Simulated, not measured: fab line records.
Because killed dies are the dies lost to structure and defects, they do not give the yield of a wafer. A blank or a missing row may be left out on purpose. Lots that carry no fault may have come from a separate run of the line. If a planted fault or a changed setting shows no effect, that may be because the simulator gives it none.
fab line records | flow n5_finfet | part 2 of 2: steps 6 to 8 of 8
record: lots: 15 | wafers: 45 | last_day: 18
route steps=1938 shown MOL_CONTACT_COAG@627 BEOL_M0_SAQP@649 BEOL_M4@1111
lots with no fault: from the same line, run without faults
start_h: hours from the record's first day to the start of the lot's first wafer shown | wait_h: hours since the lot's step before | " the same as in the row above | L1.1+2: one row covering several wafers at once | - no value present, or no start provided | * or withheld: withheld | < > ~ a bound
route shown NAME@n: NAME is a module with steps in the file, n the number in the route of the first one | usual: mean/standard deviation taken from wafers without a fault | same: alike in all rows | chamber/n: place in a boat | sites: each site's reading | _std_site: how widely they spread, as a standard deviation | _edge_site: the outer-site mean with the inner-site mean subtracted | radius_mm: for every site, how far away it sits from the centre of the wafer | mask NAME#n: copy n | behind: the most recent tool/chamber to have shaped the wafer | hold: why the lot went on hold/how many hours it stayed there/how the hold came to an end | device: transistor that didn't switch, given as n, p or np | end of line: tests of these same wafers at the route's end | a step with no rows: only its recipe | killed: dies lost to structure and defects at the first sort, not the wafer's yield | map: dies across one wafer; x = killed, . = not, _ = none there
set.NAME: the setting as run; set.NAME@STEP: as run at that earlier step | model.NAME: the simulator's own value behind a step, which no gauge read
a sample of lots followed through the steps of the route, with each step as a table and each wafer as a row
services: a tool's chamber out of use, with start hour (start_h, from the record's first day; less than 0 if before it), hours out, and reason
== steps ==
step: N5_BEOL_M0_SAQP_MANDREL_ETCH_20
recipe: target_depth_a: 600 | chemistry: HBr/Cl2 | target: a-Si | stop_on: SiNx | bt_time_s: 10 | mask_material: SOC | over_etch_frac: 0.5 | time_s: 30 | pressure_mtorr: 10 | icp_w: 800 | bias_w: 75 | HBr_flow_sccm: 150 | Cl2_flow_sccm: 80 | ends: end_point
usual: HBr_flow_sccm: 150.0/0.42 | bias_w: 75.01/0.23 | drypump_motor_current_A: 5.6/0.57 | he_backside_leak_sccm: 2.64/0.23 | oes_product_au: 0.781/0.012 | throttle_valve_pct: 35.4/0.46
same: bt_time_s: 10
lot.wafer | tool      | chamber | start_h | wait_h | HBr_flow_sccm | bias_w | drypump_motor_current_A | he_backside_leak_sccm | oes_product_au | rf_hours_counter_h | throttle_valve_pct
L794.3    | rie_si-02 | 2       | 121.05  | 0.0    | 150.3         | 75.17  | 6.0                     | 2.34                  | 0.787          | 92                 | 36.2
L794.4    | "         | 1       | "       | "      | 150.2         | 75.04  | 5.7                     | 2.60                  | 0.773          | 147                | 35.4
L794.5    | "         | 3       | "       | "      | 150.0         | 74.56  | 4.7                     | 2.24                  | 0.784          | -                  | 35.0
L796.1    | rie_si-02 | 1       | 127.04  | 0.0    | 150.5         | 75.02  | 5.7                     | 2.57                  | 0.775          | 147                | 35.4
L796.4    | "         | 3       | "       | "      | 150.2         | 75.31  | 4.7                     | 2.52                  | 0.782          | 151                | 35.0
L796.6    | "         | 1       | "       | "      | 149.6         | 75.14  | 5.7                     | 2.58                  | 0.790          | -                  | 35.4
L801.4    | rie_si-05 | 1       | 159.93  | 0.0    | 149.9         | 74.85  | 5.3                     | 3.19                  | 0.321          | 191                | 36.4
L801.5    | "         | 1       | "       | "      | 150.5         | 74.87  | 5.3                     | 3.23                  | 0.321          | -                  | 36.4
L801.6    | "         | 2       | "       | "      | 149.5         | 75.28  | 5.7                     | 2.61                  | 0.323          | -                  | 36.5
L802.1    | rie_si-05 | 2       | 162.98  | 0.0    | 150.4         | 75.21  | 5.8                     | 2.57                  | 0.331          | 86                 | 36.6
L802.2    | "         | 3       | "       | "      | 149.8         | 74.59  | 5.8                     | 2.38                  | 0.326          | 1                  | 35.5
L802.6    | "         | 1       | "       | "      | 149.8         | 74.87  | 5.3                     | 3.10                  | 0.332          | -                  | 36.4
L803.3    | rie_si-02 | 2       | 171.05  | 0.0    | 150.0         | 75.29  | 6.0                     | 2.46                  | 0.335          | 93                 | 37.1
L803.5    | "         | 3       | "       | "      | 149.3         | 75.18  | 4.7                     | 2.51                  | 0.330          | -                  | 35.9
L803.6    | "         | 0       | "       | "      | 150.0         | 74.84  | 6.6                     | 3.00                  | 0.327          | -                  | 36.0
L806.1    | rie_si-01 | 1       | 197.95  | 0.0    | 150.2         | 74.70  | 5.6                     | 2.93                  | 0.793          | 151                | 35.4
L806.3    | "         | 2       | "       | "      | 150.0         | 75.25  | 5.0                     | 2.70                  | 0.799          | 1                  | 35.1
L806.4    | "         | 3       | "       | "      | 150.7         | 75.06  | 5.9                     | 2.38                  | 0.783          | 48                 | 35.5
L808.3    | rie_si-02 | 1       | 200.44  | 0.0    | 150.2         | 74.92  | 5.7                     | 2.70                  | 0.762          | 148                | 35.4
L808.5    | "         | 0       | "       | "      | 149.6         | 75.36  | 6.6                     | 2.92                  | 0.783          | -                  | 35.1
L808.6    | "         | 1       | "       | "      | 149.8         | 74.85  | 5.7                     | 2.64                  | 0.776          | -                  | 35.4
L809.3    | rie_si-02 | 2       | 208.00  | 0.0    | 150.2         | 74.98  | 6.0                     | 2.37                  | 0.795          | 93                 | 36.2
L809.4    | "         | 1       | "       | "      | 150.6         | 75.22  | 5.7                     | 2.64                  | 0.767          | 148                | 35.4
L809.6    | "         | 0       | "       | "      | 149.8         | 74.99  | 6.5                     | 2.91                  | 0.769          | -                  | 35.1
L810.2    | rie_si-05 | 3       | 212.04  | 0.0    | 149.6         | 74.87  | 5.8                     | 2.53                  | 0.791          | 2                  | 34.6
L810.3    | "         | 1       | "       | "      | 149.7         | 74.69  | 5.3                     | 2.95                  | 0.779          | 0                  | 35.5
L810.6    | "         | 3       | "       | "      | 150.1         | 75.11  | 5.8                     | 2.36                  | 0.787          | -                  | 34.6
L811.2    | rie_si-02 | 1       | 214.81  | 0.0    | 150.1         | 75.27  | 5.6                     | 2.71                  | 0.761          | 148                | 35.4
L811.3    | "         | 3       | "       | "      | 150.0         | 74.69  | 4.7                     | 2.51                  | 0.772          | 152                | 35.1
L811.4    | "         | 0       | "       | "      | 150.9         | 75.18  | 6.5                     | 2.89                  | 0.783          | 91                 | 35.1
L812.1    | rie_si-02 | 3       | 221.74  | 0.0    | 149.9         | 75.41  | 4.7                     | 2.58                  | 0.778          | 152                | 35.0
L812.2    | "         | 1       | "       | "      | 150.1         | 74.71  | 5.7                     | 2.45                  | 0.772          | 149                | 35.4
L812.4    | "         | 0       | "       | "      | 150.3         | 75.35  | 6.6                     | 2.97                  | 0.785          | 91                 | 35.1
L813.1    | rie_si-05 | 3       | 232.47  | 0.0    | 150.1         | 75.11  | 5.9                     | 2.70                  | 0.798          | 2                  | 34.6
L813.2    | "         | 0       | "       | "      | 149.9         | 74.97  | 4.9                     | 2.63                  | 0.793          | 41                 | 35.8
L813.4    | "         | 1       | "       | "      | 149.1         | 75.08  | 5.3                     | 2.74                  | 0.781          | 1                  | 35.5
L814.2    | rie_si-02 | 0       | 235.63  | 0.0    | 150.2         | 74.92  | 6.6                     | 2.92                  | 0.786          | 91                 | 35.1
L814.3    | "         | 1       | "       | "      | 149.7         | 74.80  | 5.7                     | 2.60                  | 0.762          | 149                | 35.4
L814.4    | "         | 3       | "       | "      | 150.3         | 74.59  | 4.7                     | 2.35                  | 0.778          | 153                | 35.0
L815.3    | rie_si-02 | 3       | 241.19  | 0.0    | 149.5         | 75.26  | 4.7                     | 2.48                  | 0.767          | 153                | 35.0
L815.5    | "         | 3       | "       | "      | 150.5         | 75.15  | 4.7                     | 2.44                  | 0.768          | -                  | 35.0
L815.6    | "         | 0       | "       | "      | 150.0         | 75.58  | 6.5                     | 2.78                  | 0.783          | -                  | 35.1
L816.1    | rie_si-05 | 3       | 244.55  | 0.0    | 150.0         | 75.19  | 5.8                     | 2.62                  | 0.784          | 3                  | 34.6
L816.4    | "         | 1       | "       | "      | 150.2         | 75.12  | 5.3                     | 2.71                  | 0.767          | 1                  | 35.5
L816.5    | "         | 3       | "       | "      | 150.3         | 75.48  | 5.8                     | 2.48                  | 0.786          | -                  | 34.6
step: N5_BEOL_M0_SAQP_CD_MEAS_25
recipe: target_cd_nm: 13.1 | landing_energy_ev: 1000 | detector: se_inlens
usual: cd_nm: 12.82/0.22
lot.wafer | tool      | chamber | start_h | wait_h | cd_nm
L794.3    | cd_sem-02 | 0       | 122.34  | 0.1    | 13.16
L794.4    | "         | 0       | "       | "      | 12.74
L794.5    | "         | 0       | "       | "      | 12.59
L796.1    | cd_sem-01 | 0       | 128.33  | 0.1    | 12.65
L796.4    | "         | 0       | "       | "      | 12.80
L796.6    | "         | 0       | "       | "      | 12.82
L801.4    | cd_sem-01 | 0       | 161.35  | 0.1    | -
L801.5    | "         | 0       | "       | "      | -
L801.6    | "         | 0       | "       | "      | -
L802.1    | cd_sem-01 | 0       | 164.33  | 0.1    | -
L802.2    | "         | 0       | "       | "      | -
L802.6    | "         | 0       | "       | "      | -
L803.3    | cd_sem-01 | 0       | 172.40  | 0.1    | -
L803.5    | "         | 0       | "       | "      | -
L803.6    | "         | 0       | "       | "      | -
L806.1    | cd_sem-01 | 0       | 199.57  | 0.1    | 12.80
L806.3    | "         | 0       | "       | "      | 13.04
L806.4    | "         | 0       | "       | "      | 13.26
L808.3    | cd_sem-01 | 0       | 201.83  | 0.1    | 13.27
L808.5    | "         | 0       | "       | "      | 12.65
L808.6    | "         | 0       | "       | "      | 12.56
L809.3    | cd_sem-02 | 0       | 209.48  | 0.1    | 12.91
L809.4    | "         | 0       | "       | "      | 12.85
L809.6    | "         | 0       | "       | "      | 12.83
L810.2    | cd_sem-01 | 0       | 213.50  | 0.1    | 12.98
L810.3    | "         | 0       | "       | "      | 12.71
L810.6    | "         | 0       | "       | "      | 12.73
L811.2    | cd_sem-02 | 0       | 216.13  | 0.1    | 12.80
L811.3    | "         | 0       | "       | "      | 12.87
L811.4    | "         | 0       | "       | "      | 12.77
L812.1    | cd_sem-01 | 0       | 223.24  | 0.1    | 12.36
L812.2    | "         | 0       | "       | "      | 12.90
L812.4    | "         | 0       | "       | "      | 13.14
L813.1    | cd_sem-01 | 0       | 233.76  | 0.1    | 12.91
L813.2    | "         | 0       | "       | "      | 12.84
L813.4    | "         | 0       | "       | "      | 12.94
L814.2    | cd_sem-03 | 0       | 236.92  | 0.1    | 12.99
L814.3    | "         | 0       | "       | "      | 12.83
L814.4    | "         | 0       | "       | "      | 13.04
L815.3    | cd_sem-03 | 0       | 242.71  | 0.1    | 12.45
L815.5    | "         | 0       | "       | "      | 12.99
L815.6    | "         | 0       | "       | "      | 12.82
L816.1    | cd_sem-02 | 0       | 247.01  | 0.1    | 12.78
L816.4    | "         | 0       | "       | "      | 12.72
L816.5    | "         | 0       | "       | "      | 12.80
step: N5_BEOL_M4_RC_MEAS_101
usual: DIBL_N: 35.8/1.8 | DIBL_P: 35.9/2.2 | IOFF_N: 0.16/0.035 | IOFF_P: 0.21/0.04 | ION_N: 672/11 | ION_P: 461/7.4 | SS_N: 71.4/0.64 | SS_P: 73.2/0.67 | VT_N: 250/3.5 | VT_P: -251/3.4
lot.wafer | tool      | chamber | start_h | wait_h | DIBL_N[mV/V] | DIBL_P[mV/V] | IOFF_N[nA/um] | IOFF_P[nA/um] | ION_N[uA/um] | ION_P[uA/um] | SS_N[mV/dec] | SS_P[mV/dec] | VT_N[mV] | VT_P[mV]
L794.3    | prober-01 | 0       | 183.41  | 0.3    | 34.9         | 36.2         | 0.17          | 0.23          | 675          | 468          | 71.4         | 74.0         | 247      | -246
L794.4    | "         | 0       | "       | "      | 32.9         | 34.3         | 0.14          | 0.20          | 669          | 463          | 71.4         | 72.7         | 250      | -250
L794.5    | "         | 0       | "       | "      | 34.9         | 36.9         | 0.17          | 0.25          | 677          | 476          | 71.0         | 72.8         | 245      | -246
L796.1    | prober-02 | 0       | 183.44  | 0.0    | 36.6         | 36.8         | 0.18          | 0.25          | 683          | 471          | 72.0         | 73.6         | 245      | -246
L796.4    | "         | 0       | "       | "      | 32.9         | 32.4         | 0.12          | 0.18          | 659          | 458          | 70.8         | 72.4         | 255      | -251
L796.6    | "         | 0       | "       | "      | 34.7         | 33.6         | 0.14          | 0.18          | 665          | 454          | 71.4         | 72.8         | 249      | -250
L806.1    | prober-02 | 0       | 256.39  | 0.0    | 35.2         | 34.5         | 0.14          | 0.18          | 667          | 459          | 70.5         | 72.1         | 252      | -250
L806.3    | "         | 0       | "       | "      | 37.3         | 37.3         | 0.16          | 0.22          | 684          | 467          | 71.4         | 72.6         | 250      | -250
L806.4    | "         | 0       | "       | "      | 37.5         | 38.5         | 0.18          | 0.25          | 682          | 465          | 71.2         | 73.1         | 246      | -249
L809.3    | prober-02 | 0       | 265.80  | 0.3    | 31.7         | 31.2         | 0.09          | 0.13          | 654          | 456          | 70.2         | 71.9         | 258      | -256
L809.4    | "         | 0       | "       | "      | 34.5         | 35.6         | 0.13          | 0.19          | 667          | 461          | 70.7         | 73.1         | 251      | -251
L809.6    | "         | 0       | "       | "      | 33.8         | 34.5         | 0.12          | 0.18          | 667          | 469          | 70.6         | 72.2         | 251      | -251
L810.2    | prober-01 | 0       | 273.52  | 0.2    | 37.6         | 37.8         | 0.17          | 0.19          | 671          | 444          | 72.1         | 73.8         | 251      | -257
L810.3    | "         | 0       | "       | "      | 36.7         | 36.8         | 0.15          | 0.17          | 668          | 446          | 72.0         | 73.5         | 252      | -256
L810.6    | "         | 0       | "       | "      | 35.9         | 36.1         | 0.14          | 0.17          | 660          | 448          | 71.8         | 73.5         | 253      | -256
L808.3    | prober-02 | 0       | 277.37  | 0.3    | 37.4         | 36.8         | 0.21          | 0.27          | 697          | 478          | 71.8         | 73.6         | 245      | -244
L808.5    | "         | 0       | "       | "      | 39.5         | 40.4         | 0.25          | 0.34          | 702          | 486          | 72.1         | 73.8         | 242      | -243
L808.6    | "         | 0       | "       | "      | 34.0         | 33.2         | 0.13          | 0.20          | 667          | 462          | 70.4         | 72.5         | 252      | -247
L811.2    | prober-01 | 0       | 280.65  | 0.2    | 37.3         | 36.3         | 0.18          | 0.21          | 672          | 458          | 72.0         | 73.2         | 248      | -251
L811.3    | "         | 0       | "       | "      | 37.0         | 35.8         | 0.16          | 0.20          | 682          | 464          | 70.6         | 73.4         | 249      | -251
L811.4    | "         | 0       | "       | "      | 32.9         | 31.6         | 0.11          | 0.15          | 661          | 456          | 70.9         | 72.5         | 252      | -256
L813.1    | prober-02 | 0       | 282.56  | 0.0    | 35.1         | 36.4         | 0.15          | 0.23          | 668          | 461          | 71.7         | 73.3         | 248      | -248
L813.2    | "         | 0       | "       | "      | 36.7         | 38.3         | 0.19          | 0.26          | 679          | 472          | 72.2         | 72.9         | 246      | -245
L813.4    | "         | 0       | "       | "      | 34.3         | 35.3         | 0.14          | 0.21          | 669          | 466          | 71.8         | 72.9         | 252      | -248
L812.1    | prober-01 | 0       | 284.90  | 0.0    | 37.0         | 36.5         | 0.16          | 0.22          | 673          | 455          | 71.6         | 73.1         | 251      | -249
L812.2    | "         | 0       | "       | "      | 37.4         | 37.5         | 0.17          | 0.26          | 670          | 462          | 71.8         | 74.1         | 248      | -245
L812.4    | "         | 0       | "       | "      | 36.3         | 36.1         | 0.17          | 0.22          | 671          | 463          | 71.5         | 73.4         | 250      | -247
L814.2    | prober-01 | 0       | 287.94  | 0.2    | 37.1         | 37.8         | 0.17          | 0.21          | 679          | 458          | 72.1         | 74.1         | 246      | -251
L814.3    | "         | 0       | "       | "      | 36.5         | 36.8         | 0.15          | 0.20          | 674          | 468          | 71.4         | 73.9         | 251      | -255
L814.4    | "         | 0       | "       | "      | 33.7         | 32.5         | 0.11          | 0.15          | 660          | 454          | 70.9         | 72.8         | 255      | -255
L815.3    | prober-02 | 0       | 309.15  | 0.3    | 35.9         | 34.6         | 0.14          | 0.20          | 676          | 467          | 70.8         | 73.0         | 249      | -252
L815.5    | "         | 0       | "       | "      | 35.5         | 34.3         | 0.14          | 0.20          | 683          | 466          | 71.0         | 72.3         | 249      | -251
L815.6    | "         | 0       | "       | "      | 35.3         | 33.3         | 0.12          | 0.19          | 669          | 464          | 70.5         | 72.7         | 254      | -252
L816.1    | prober-02 | 0       | 311.74  | 0.0    | 34.4         | 33.0         | 0.11          | 0.17          | 659          | 459          | 70.6         | 72.5         | 255      | -251
L816.4    | "         | 0       | "       | "      | 35.2         | 34.1         | 0.12          | 0.18          | 658          | 459          | 71.7         | 72.9         | 255      | -253
L816.5    | "         | 0       | "       | "      | 32.4         | 30.8         | 0.09          | 0.14          | 653          | 453          | 70.3         | 71.6         | 257      | -255
== services ==
tool        | chamber | start_h | hours | kind
cmp-01      | -       | 99.22   | 3.3   | repair
rie_si-05   | 3       | 101.14  | 12.1  | repair
rie_diel-03 | 1       | 103.40  | 9.8   | repair
cmp-02      | -       | 104.95  | 47.1  | repair
cmp-03      | -       | 119.06  | 4.5   | repair
cmp-03      | -       | 129.43  | 6.3   | repair
rie_si-05   | 2       | 136.95  | 15.4  | repair
rie_diel-01 | 3       | 161.64  | 11.6  | repair
rie_diel-03 | 3       | 167.69  | 6.6   | repair
rie_si-02   | -       | 168.02  | 2.8   | pm
cmp-01      | -       | 173.70  | 4.0   | pm
rie_si-05   | -       | 181.69  | 0.4   | repair
cmp-02      | -       | 185.54  | 19.4  | pm
cmp-01      | -       | 190.44  | 1.3   | repair
rie_diel-06 | -       | 193.26  | 2.8   | pm
cmp-03      | -       | 204.80  | 1.4   | repair
rie_diel-06 | 1       | 217.57  | 10.0  | repair
rie_diel-03 | 3       | 222.21  | 10.9  | repair
rie_si-02   | 2       | 228.50  | 2.7   | repair
cmp-02      | -       | 235.24  | 0.5   | repair
rie_diel-03 | 1       | 238.81  | -     | clean
rie_diel-03 | 1       | 238.81  | -     | consumable_replace:focus_ring
rie_diel-03 | 1       | 238.81  | 25.4  | scheduled_down
rie_diel-03 | 1       | 238.81  | 25.4  | vent_cycle
== key ==
first_sign: step: N5_BEOL_M0_SAQP_ETCH_83 | reading: tool_record | direction: missing
effect: step: N5_BEOL_M0_SAQP_ETCH_84 | reading: oes_product_au | direction: down | sigmas: 5.4 | usual: 0.70 | struck: 0.30
effect: step: N5_BEOL_M0_SAQP_MANDREL_ETCH_20 | reading: oes_product_au | direction: down | sigmas: 37 | usual: 0.781 | struck: 0.327
effect: step: N5_BEOL_M0_SAQP_CD_MEAS_25 | reading: cd_nm | direction: missing
met_at N5_BEOL_M0_SAQP_ETCH_83
struck_lots L801,L802,L803
later_rows_left_out L801.4,L801.5,L801.6,L802.1,L802.2,L802.6,L803.3,L803.5,L803.6
sort_left_out L801.4,L801.5,L801.6,L802.1,L802.2,L802.6,L803.3,L803.5,L803.6
not_acting_at N5_MOL_CONTACT_COAG_CMP_52,N5_BEOL_M0_SAQP_CD_MEAS_14,N5_BEOL_M0_SAQP_OVL_MEAS_15
onset_between 126.80 159.69
fault: kind: skipped_step_whole | tool: rie_diel-01,rie_diel-03,rie_diel-06 | chamber: - | onset_h: 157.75 | steps: N5_BEOL_M0_SAQP_ETCH_83 | scope: struck_lots_only
sort_left_out: the simulated sort isn't trusted on such a fault, so these wafers' sort isn't shown, and their yield isn't known
later_rows_left_out: the simulator's readings of these wafers behind a module that went badly wrong aren't trusted and aren't shown, but for the sort
